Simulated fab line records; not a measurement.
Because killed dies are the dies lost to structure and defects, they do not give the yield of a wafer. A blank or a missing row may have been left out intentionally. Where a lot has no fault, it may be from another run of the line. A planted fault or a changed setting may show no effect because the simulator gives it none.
What tool caused it? -- flow n5Finfet -- 11 lots, 29 wafers sampled, at 5 steps of a route of 1938

## WHAT THE GAUGES READ, wafer by wafer
N5_BEOL_M14_THK_MEAS_50: measures by xrf. Usual: M14_THK gives 567 nm (standard deviation 14).
lot,measured,on,M14_THK (nm),flag
L894,day 12 02:25,filmMetro-02,568 580 543,
L897,day 13 11:13,filmMetro-01,578 546 556,
L903,day 14 10:22,filmMetro-01,576 581 556,
L907,day 15 13:40,filmMetro-02,565 581 589,
L904,day 15 17:28,filmMetro-01,580 573 543,
L908,day 16 04:47,filmMetro-01,563 563 539,
L909,day 17 05:16,filmMetro-02,572 548,
L911,day 17 15:44,filmMetro-02,559 535,
L913,day 18 11:43,filmMetro-01,580 576 582,
L914,day 18 17:22,filmMetro-01,568 575,
L915,day 18 17:41,filmMetro-01,547 582,

N5_BEOL_M15_CD_MEAS_17: target cd 360 nm. Usual: cdNm 361.4 nm, standard deviation 1.8.
lot,measured,on,cdNm (nm),flag
L894,day 12 03:52,cdSem-01,362.1 362.0 360.3,
L897,day 13 12:50,cdSem-02,359.9 360.8 362.0,
L903,day 14 11:49,cdSem-01,364.4 363.6 361.4,
L907,day 15 15:07,cdSem-01,361.0 362.0 360.4,
L904,day 15 18:56,cdSem-02,360.3 358.5 358.2,
L908,day 16 06:15,cdSem-02,362.4 358.3 358.5,
L909,day 17 06:45,cdSem-03,357.2 359.4,
L911,day 17 17:20,cdSem-03,363.6 361.1,
L913,day 18 13:13,cdSem-03,361.4 361.1 362.4,
L914,day 18 18:44,cdSem-01,360.1 361.5,
L915,day 18 19:16,cdSem-01,360.6 361.3,

N5_BEOL_M15_THK_MEAS_50: measures by xrf. Usual: M15_THK gives 867 nm (standard deviation 17).
lot,measured,on,M15_THK (nm),flag
L894,day 13 14:25,filmMetro-02,854 869 885,
L897,day 13 17:32,filmMetro-01,828 854 841,
L903,day 14 17:20,filmMetro-02,872 859 848,
L907,day 15 18:58,filmMetro-01,928 857 867,
L904,day 15 22:55,filmMetro-02,894 930 885,
L908,day 16 09:38,filmMetro-02,866 882 891,
L909,day 17 10:37,filmMetro-02,893 861,
L911,day 18 00:10,filmMetro-02,859 884,
L913,day 18 17:26,filmMetro-02,866 866 847,
L914,day 19 00:37,filmMetro-02,882 880,
L915,day 19 00:52,filmMetro-02,882 872,

N5_BEOL_M15_RS_MEAS_54: uses a four-point probe to measure. Usual: M15_RS gives 0.0215 ohm/sq (standard deviation 0.00038).
lot,measured,on,M15_RS (ohm/sq),flag
L894,day 13 14:32,filmMetro-02,0.0219 0.0215 0.0211,
L897,day 13 17:40,filmMetro-02,0.0222 0.0214 0.0219,
L903,day 14 17:28,filmMetro-01,0.0215 0.0218 0.0221,
L907,day 15 19:07,filmMetro-02,0.0199 0.0215 0.0213,
L904,day 15 23:02,filmMetro-01,0.0211 0.0202 0.0213,
L908,day 16 09:48,filmMetro-02,0.0219 0.0215 0.0212,
L909,day 17 10:45,filmMetro-01,0.0210 0.0218,
L911,day 18 00:19,filmMetro-02,0.0218 0.0211,
L913,day 18 17:35,filmMetro-02,0.0216 0.0216 0.0221,
L914,day 19 00:47,filmMetro-01,0.0213 0.0214,
L915,day 19 00:59,filmMetro-01,0.0212 0.0213,

## WHAT TOOL EACH LOT RAN ON (gives the tool, then ch and the chambers of the sampled wafers, and finally the start)
lot,N5_BEOL_M15_TRENCH_ETCH_34
L894,"rieDiel-02 ch 0,1,3, day 12 05:16"
L897,"rieDiel-02 ch 1,2,3, day 13 14:01"
L903,"rieDiel-03 ch 0,2,3, day 14 12:52"
L907,"rieDiel-02 ch 0,2,3, day 15 16:19"
L904,"rieDiel-02 ch 0,3, day 15 19:59"
L908,"rieDiel-01 ch 0,1,3, day 16 07:28"
L909,"rieDiel-01 ch 1,2, day 17 07:50"
L911,"rieDiel-03 ch 0,3, day 17 18:56"
L913,"rieDiel-03 ch 0,1,2, day 18 14:15"
L914,"rieDiel-02 ch 0,3, day 18 20:44"
L915,"rieDiel-02 ch 1,3, day 18 20:59"
- N5_BEOL_M15_TRENCH_ETCH_34: etches SiO2 in C4F8/O2/Ar, target depth 872.93 nm, time 199 s.

## WHAT THE TOOLS THEMSELVES READ (means of the sampled wafers that have a number; where no wafer has one, the mark that the record gives instead)
N5_BEOL_M15_TRENCH_ETCH_34. Usual: biasW 2040 W (standard deviation 5.8); chamberPressureMTorr 20.002 mTorr (standard deviation 0.019); drypumpMotorCurrentA 5.9 A (standard deviation 0.5); oesProductAu 0.81 a.u. (standard deviation 0.082); rfVppV 2212 V (standard deviation 36); showerheadPlenumPTorr 3.45 Torr (standard deviation 0.11); throttleValvePct 30.86 % (standard deviation 0.3).
lot,tool,biasW (W),chamberPressureMTorr (mTorr),drypumpMotorCurrentA (A),oesProductAu (a.u.),rfVppV (V),showerheadPlenumPTorr (Torr),throttleValvePct (%),flag
L894,rieDiel-02,2037,20.004,5.7,0.75,2197,3.32,31.23,
L897,rieDiel-02,2037,20.013,5.9,0.75,2203,3.31,31.25,
L903,rieDiel-03,2043,20.013,5.8,0.76,2199,3.45,30.78,
L907,rieDiel-02,2039,20.011,6.1,0.88,2220,3.46,30.93,
L904,rieDiel-02,2036,19.996,6.0,0.90,2244,3.57,30.91,
L908,rieDiel-01,2037,20.001,5.9,0.82,2210,3.46,30.46,
L909,rieDiel-01,2046,20.016,5.8,0.80,2202,3.52,30.58,
L911,rieDiel-03,2035,20.005,5.8,0.77,2202,3.45,30.82,
L913,rieDiel-03,2041,19.984,5.6,0.69,2194,3.45,30.96,
L914,rieDiel-02,2044,19.988,5.9,0.84,2229,3.50,30.93,
L915,rieDiel-02,2043,19.996,5.7,0.91,2277,3.67,31.04,

## THE ANSWER, worked out from the rows above alone
Rule: take the mean of a lot's wafers that have a number; if it is more than 3 standard deviations from the usual mean, the lot is off. Also off: a lot with no number at a reading for which 4 or more lots have one. Any other lot the step has rows for is counted as sound. After the gauges, taken in route order, come the tools' own readings; for these a lot's mean is taken, as printed above. At the first step where some lot is off, the reading lying furthest off is the one used; lots without a number count as furthest.
No lot is off on any of the readings shown, so nothing can be concluded from this.

## WHAT THE SIMULATOR PUT IN
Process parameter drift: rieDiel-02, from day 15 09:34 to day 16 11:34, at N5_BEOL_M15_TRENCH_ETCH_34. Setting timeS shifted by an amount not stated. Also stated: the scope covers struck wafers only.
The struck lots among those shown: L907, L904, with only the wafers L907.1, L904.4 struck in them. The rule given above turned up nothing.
